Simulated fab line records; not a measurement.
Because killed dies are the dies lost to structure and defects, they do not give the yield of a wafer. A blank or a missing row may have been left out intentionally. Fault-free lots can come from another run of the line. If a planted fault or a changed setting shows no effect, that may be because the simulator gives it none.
2 desks looking at one fault / flow nand harc / numbers are kept per desk, each desk with only its own; the story behind them comes last

## THE DEFECT DESK
What the inspections along the route counted, lot by lot: means of the sampled wafers that have a number. If a lot's mean is further than 4 standard deviations from the usual mean, the lot is out of limits and carries the mark OUT (the distance appears in the brackets).
Columns: A = raw defect count at NHARC_A_SLIT_INSPECT_11, usual 62; B = raw defect count at NHARC_A_SIN_REMOVE_INSPECT_04, usual 394
lot=L818; first seen here=day 19 12:02; A=116; B=370
lot=L819; first seen here=day 19 21:58; A=124; B=387
lot=L820; first seen here=day 20 06:55; A=74; B=377
lot=L821; first seen here=day 20 15:35; A=79; B=512
lot=L830; first seen here=day 24 12:28; A=15; B=998 (+7.2) OUT
lot=L832; first seen here=day 25 07:50; A=70; B=1101 (+8.4) OUT
lot=L834; first seen here=day 26 09:08; A=50; B=348
lot=L838; first seen here=day 27 17:42; A=73; B=441
lot=L839; first seen here=day 28 07:52; A=29; B=489
lot=L840; first seen here=day 28 08:04; A=60; B=401
lot=L841; first seen here=day 28 23:33; A=78; B=445
Finding of this desk: L830, L832 out of limits; the first was L830 at day 25 03:27, on raw defect count at NHARC_A_SIN_REMOVE_INSPECT_04. Within limits: L818, L819, L820, L821, L834, L838, L839, L840, L841.

## AT THE TOOL OWNER'S DESK: har etch-02
The tool's own readings at NHARC_A_SLIT_ETCH_26 (etches the open film in C4F8/O2/Ar, time 90 s, target depth 400 nm): means of the sampled wafers that have a number, for each lot that ran on this tool. If a lot's mean is further than 4 standard deviations from the usual mean, the lot is out of limits and carries the mark OUT (the distance appears in the brackets).
Columns: A = chamber pressure mTorr at NHARC_A_SLIT_ETCH_26, usual 24.998 mTorr; B = drypump motor current A at NHARC_A_SLIT_ETCH_26, usual 5.7 A; C = showerhead plenum p Torr at NHARC_A_SLIT_ETCH_26, usual 3.68 Torr; D = throttle valve pct at NHARC_A_SLIT_ETCH_26, usual 27.620 %
lot=L819; first seen here=day 20 05:11; A=25.000; B=5.7; C=3.74; D=27.620
lot=L821; first seen here=day 20 20:34; A=24.983; B=5.7; C=3.74; D=27.616
lot=L830; first seen here=day 24 19:27; A=25.015; B=5.7; C=3.80; D=27.621
lot=L832; first seen here=day 25 13:07; A=25.003; B=5.7; C=3.70; D=27.623
lot=L839; first seen here=day 28 12:48; A=24.995; B=5.7; C=3.68; D=27.621
This desk's verdict: no lot among the 5 shows anything out of limits.

## ALL TOGETHER
The defect desk could have raised an alarm at day 25 03:27, on L830, L832.
The tool owner's desk saw nothing out of limits.
Tool owner's desk: L830, L832 on record, inside its limits.
All the named lots went through NHARC_A_SLIT_ETCH_26 on har etch-02.

## WHAT THE SIMULATOR PUT IN
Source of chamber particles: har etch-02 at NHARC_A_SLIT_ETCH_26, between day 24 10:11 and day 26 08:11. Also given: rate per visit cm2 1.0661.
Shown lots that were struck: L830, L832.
Hours from the fault's start to each desk's first reading out of limits: the defect desk, 17.
